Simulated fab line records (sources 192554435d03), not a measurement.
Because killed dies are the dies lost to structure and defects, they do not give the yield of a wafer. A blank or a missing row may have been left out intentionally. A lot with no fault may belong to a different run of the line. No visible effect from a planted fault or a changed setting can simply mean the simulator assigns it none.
Chamber matching    flow n5-finfet    pecvd-03 running N5_BEOL_M9_DEP_56: 3 sister chambers
The step deposits SiCN from 3MS/NH3, target thk 15 nm, time 26.5 s. 3 wafers are shown with their chamber, then 8 later ones without.

== WAFERS, EACH WITH ITS CHAMBER ==
wafer   chamber  showerhead-plenum-p-Torr (Torr)
L086.1  0        3.671
L086.6  2        3.682
L089.2  1        3.639

== WAFERS MISSING THEIR CHAMBER ==
wafer   showerhead-plenum-p-Torr (Torr)
L089.5  3.645
L089.6  3.674
L090.1  3.672
L090.3  3.679
L090.4  3.628
L096.1  3.682
L096.2  3.632
L096.4  3.636

== THE CHAMBER EACH PASSED THROUGH ==
wafer   from the rows above      in truth
L089.5  1                        1
L089.6  can't be placed: 0 or 2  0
L090.1  can't be placed: 0 or 2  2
L090.3  can't be placed: 2 or 0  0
L090.4  1                        1
L096.1  2                        2
L096.2  1                        1
L096.4  1                        1
Correct placement for 5 of the 8. Cannot be placed on the basis of these rows: 3; the candidates contain the true chamber in 3. 0 placed wrongly.
How it was worked out, from the rows above alone: a wafer's distance from a chamber is the root of the sum, over the readings, of the square of ((its reading less the chamber's mean) divided by the reading's scatter). The wafer belongs to the nearest chamber; if the next one is less than 2 further off, it can't be placed. A chamber's mean is the mean of its shown wafers. The scatter: root of mean squared gap, hidden wafer to nearest shown wafer, with one shown wafer a chamber.
